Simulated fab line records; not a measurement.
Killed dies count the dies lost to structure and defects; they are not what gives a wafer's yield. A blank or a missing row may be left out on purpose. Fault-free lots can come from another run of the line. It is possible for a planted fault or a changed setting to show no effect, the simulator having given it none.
Split-lot trial -- flow n5-finfet -- 7 lots, 39 wafers read, on a route of 1938 steps

== ABOUT THE SPLIT ==
At N5_BEOL_M3_DEP_57 (deposits SiCN from 3MS/NH3, target thk 8 nm, time 14 s), the setting target-thk-a was moved away from the recipe's 80 angstrom on 18 of the 39 wafers read, by -57.8% to +49.6%. For the rest of the wafers, this setting stayed at what the recipe calls for.

Reading taken at the split's own step.

== THE READING ==
SiCN_of_BEOL_M3_DEP_57.thk-nm (the simulator's own value, which no gauge read), in nm, at N5_BEOL_M3_DEP_57 (deposits SiCN from 3MS/NH3, target thk 8 nm, time 14 s). No usual value for it is given in the file. Here, 21 wafers ran the recipe; their average is 8.0 nm with a standard deviation of 0.12 nm.

wafer,"tool, chamber at the split","target-thk-a as run, angstrom",against the recipe,"SiCN_of_BEOL_M3_DEP_57.thk-nm, nm",against lot-mates on the recipe
L074.2,"pecvd-01, 2",80,recipe,8,-
L074.4,"pecvd-01, 2",80,recipe,8,-
L074.5,"pecvd-01, 1",80,recipe,7.8,-
L075.1,"pecvd-01, 1",80,recipe,7.8,-
L075.2,"pecvd-01, 2",33.78,-57.8%,3.4,-4.6
L075.3,"pecvd-01, 0",33.78,-57.8%,3.2,-4.8
L075.4,"pecvd-01, 2",80,recipe,8.2,-
L075.5,"pecvd-01, 0",33.78,-57.8%,3.6,-4.4
L075.6,"pecvd-01, 1",80,recipe,8,-
L077.1,"pecvd-04, 0",119.7,+49.6%,12,+3.9
L077.2,"pecvd-04, 2,1",80,recipe,8,-
L077.3,"pecvd-04, 2,1",80,recipe,8,-
L077.4,"pecvd-04, 1",119.7,+49.6%,12.2,+4.1
L077.5,"pecvd-04, 2",119.7,+49.6%,12.4,+4.3
L077.6,"pecvd-04, 0",80,recipe,8.2,-
L080.1,"pecvd-04, 0,1,2",80,recipe,8,-
L080.3,"pecvd-04, 0,1,2",80,recipe,8,-
L080.4,"pecvd-04, 0,1,2",80,recipe,8,-
L080.2,"pecvd-04, 2,1,0",115.2,+44.0%,11.6,+3.6
L080.5,"pecvd-04, 2,1,0",115.2,+44.0%,11.6,+3.6
L080.6,"pecvd-04, 2,1,0",115.2,+44.0%,11.6,+3.6
L084.1,"pecvd-02, 2",92.25,+15.3%,9,+0.9
L084.2,"pecvd-02, 0,1",80,recipe,8,-
L084.3,"pecvd-02, 0,1",80,recipe,8,-
L084.4,"pecvd-02, 2",92.25,+15.3%,9.4,+1.3
L084.5,"pecvd-02, 0",80,recipe,8.2,-
L084.6,"pecvd-02, 1",92.25,+15.3%,9.2,+1.1
L089.1,"pecvd-02, 2,2,1",56.07,-29.9%,5.6,-2.3
L089.4,"pecvd-02, 2,2,1",56.07,-29.9%,5.6,-2.3
L089.5,"pecvd-02, 2,2,1",56.07,-29.9%,5.6,-2.3
L089.2,"pecvd-02, 0",80,recipe,8,-
L089.6,"pecvd-02, 0",80,recipe,8,-
L089.3,"pecvd-02, 1",80,recipe,7.8,-
L091.1,"pecvd-01, 0",80,recipe,7.8,-
L091.2,"pecvd-01, 2,1",80,recipe,8,-
L091.4,"pecvd-01, 2,1",80,recipe,8,-
L091.3,"pecvd-01, 1,0",53.81,-32.7%,5.2,-2.7
L091.5,"pecvd-01, 1,0",53.81,-32.7%,5.2,-2.7
L091.6,"pecvd-01, 2",53.81,-32.7%,5.4,-2.5
When a row names more than one chamber, that row covers several wafers, and the file does not tell which wafer ran in which chamber.

FIT RESULTS
A straight line over all 39 wafers: SiCN_of_BEOL_M3_DEP_57.thk-nm changes by +0.0817 nm for each +1% of target-thk-a; r = +1.00; the points scatter about the line by 0.13 nm.
The same after taking each lot's own level away (the mean of its wafers on the recipe; 39 wafers): +0.0809 nm for each +1%; r = +1.00; scatter 0.13 nm.
The reading moves by 4.7 nm for the largest change in target-thk-a, on that fit.
Across the lots, their own levels run from 7.93 to 8.07 nm, a range of 1.2 times the standard deviation given above.
The two slopes are in agreement: the lot-to-lot level therefore moves the slope only a little.
Check: with one of the wafers moved furthest among these (-57.8%) left out of the fit, the line predicts -4.67 nm for it against its lot-mates. It came out at -4.6 nm against them.

== FURTHER SPLITS ON THESE WAFERS ==
Before the reading, these wafers also passed through other splits. Each is held against what the fit with the lots' levels taken away leaves over:
other split on the same wafers,wafers away from the commonest value,r with SiCN_of_BEOL_M3_DEP_57.thk-nm (lot level and that fit taken away)
N5_FIN_SAQP_HM_DEP_72 target-thk-a,6,-0.04
N5_SDB_ALD_29 ald-cycles,15,-0.11
N5_HKMG_FIN_ETCH_55 time-s,15,-0.21
N5_BEOL_M3_ETCH_64 time-s,9,-0.07

== FILE'S OWN FIT ==
SiCN_of_BEOL_M3_DEP_57.thk-nm changes by +0.0809 nm for each +1% of target-thk-a, r = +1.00.
